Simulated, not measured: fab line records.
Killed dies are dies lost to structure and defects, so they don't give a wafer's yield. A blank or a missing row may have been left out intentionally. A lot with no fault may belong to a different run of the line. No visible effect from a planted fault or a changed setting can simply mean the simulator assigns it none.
Matching of chambers | flow n5_finfet | N5_BEOL_M0_CUTY_ETCH_63 on rie_diel-03: 4 sister chambers
The step etches SOC in N2/H2, target depth 82.7 nm, overetch 16.5 nm, time 124 s. 4 wafers are shown with their chamber, then 8 later ones without.

WAFERS WITH THEIR CHAMBER
wafer  | chamber | showerhead_plenum_p_Torr (Torr)
L080.4 | 0       | 2.50
L080.5 | 3       | 2.43
L081.5 | 2       | 2.64
L084.1 | 1       | 2.44

WAFERS WITH NO CHAMBER GIVEN
wafer  | showerhead_plenum_p_Torr (Torr)
L084.4 | 2.42
L084.5 | 2.64
L093.2 | 2.44
L093.3 | 2.63
L093.6 | 2.49
L097.4 | 2.43
L097.5 | 2.41
L097.6 | 2.63

THE CHAMBER EACH PASSED THROUGH
wafer  | from the rows above     | in truth
L084.4 | can't be placed: 3 or 1 | 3
L084.5 | 2                       | 2
L093.2 | can't be placed: 1 or 3 | 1
L093.3 | 2                       | 2
L093.6 | 0                       | 0
L097.4 | can't be placed: 3 or 1 | 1
L097.5 | can't be placed: 3 or 1 | 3
L097.6 | 2                       | 2
Correct placement for 4 of the 8. Can't be placed from these rows: 4 (the true chamber is among the candidates in 4). Placed wrongly: 0.
How it was worked out, from the rows above alone: a wafer's distance from a chamber is the root of the sum, over the readings, of the square of ((its reading less the chamber's mean) divided by the reading's scatter). If the next closest chamber is less than 2 further off than the closest, the wafer can't be placed; otherwise it belongs to the closest. The mean given for a chamber averages the wafers shown for that chamber. The scatter (one wafer shown for each chamber): square how far every hidden wafer sits from the nearest shown wafer, average those squares and take the square root.
